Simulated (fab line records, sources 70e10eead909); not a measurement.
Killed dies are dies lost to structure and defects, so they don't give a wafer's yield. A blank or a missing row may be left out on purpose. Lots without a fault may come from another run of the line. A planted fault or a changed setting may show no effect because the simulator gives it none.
Which tool did it? | flow nand_harc | 6 lots, 18 wafers sampled, at 4 steps of a route of 1302

WHAT THE GAUGES READ, wafer by wafer
NHARC_P_M0_CD_MEAS_09: target cd 90 nm.
lot  | measured     | on        | cd_nm (nm)
L416 | day 6 09:07  | cd_sem-01 | 91.0 89.5 89.1
L418 | day 7 07:52  | cd_sem-02 | 90.1 88.0 89.4
L420 | day 8 00:48  | cd_sem-03 | 88.7 90.8 89.3
L424 | day 10 03:59 | cd_sem-02 | 89.5 88.6 88.4
L431 | day 13 01:10 | cd_sem-02 | 78.0 78.7 90.1
L434 | day 13 22:52 | cd_sem-02 | 90.6 89.1 89.2

WHICH TOOL RAN EACH LOT (tool, then ch and the chambers of the sampled wafers, then the start)
lot  | NHARC_P_CONTACT_ETCH_35            | NHARC_P_CONTACT_STRIP_28           | NHARC_P_M0_PEB_07
L416 | rie_diel-02 ch 0,3, day 6 05:12    | rie_diel-11 ch 0,1, day 6 06:05    | litho_track-01 ch 0, day 6 09:02
L418 | rie_diel-05 ch 2,3, day 7 04:07    | rie_diel-11 ch 1,2, day 7 04:59    | litho_track-06 ch 0, day 7 07:47
L420 | rie_diel-05 ch 0,2, day 7 20:53    | rie_diel-11 ch 1,2,3, day 7 21:47  | litho_track-06 ch 0, day 8 00:43
L424 | rie_diel-11 ch 0,1, day 9 23:56    | rie_diel-11 ch 0,1,3, day 10 00:55 | litho_track-01 ch 0, day 10 03:55
L431 | rie_diel-05 ch 0,1,2, day 12 21:13 | rie_diel-11 ch 0,1,2, day 12 22:04 | litho_track-06 ch 0, day 13 01:05
L434 | rie_diel-05 ch 0,1,3, day 13 18:59 | rie_diel-02 ch 2,3, day 13 19:49   | litho_track-01 ch 0, day 13 22:47
- NHARC_P_CONTACT_ETCH_35: etches the open film in CF4, target depth 39 nm, time 65 s.
- NHARC_P_CONTACT_STRIP_28: strips in O2.
- NHARC_P_M0_PEB_07: peb time 65 s.

THE ANSWER, worked out from the rows above alone
Rule: what is usual is taken from the lots themselves. Put in order of their means at a reading, lots are off if they are a third of the lots or fewer, leave a main group of 4 or more, and stand apart from it by a gap of 3 or more times the standard deviation of the main group's means; of several such gaps the widest counts. A main group whose means are all the same, to the digits that the tables above print for the reading, isn't used. A lot without any number at a reading at which 4 lots or more have one is off too. The other lots that the step has rows for count as sound.
Off: L431, at NHARC_P_M0_CD_MEAS_09 (cd_nm). The main group: mean 89.4 nm, standard deviation 0.37.
A tool fits if, at a process step before that reading, it ran every lot that is off, and no sound lot after the first of them. The gauges at NHARC_P_M0_CD_MEAS_09 are tried like those tools. Can't be told from this: 2 tools fit, rie_diel-11 at NHARC_P_CONTACT_STRIP_28, litho_track-06 at NHARC_P_M0_PEB_07.

WHAT THE SIMULATOR HAD PUT IN
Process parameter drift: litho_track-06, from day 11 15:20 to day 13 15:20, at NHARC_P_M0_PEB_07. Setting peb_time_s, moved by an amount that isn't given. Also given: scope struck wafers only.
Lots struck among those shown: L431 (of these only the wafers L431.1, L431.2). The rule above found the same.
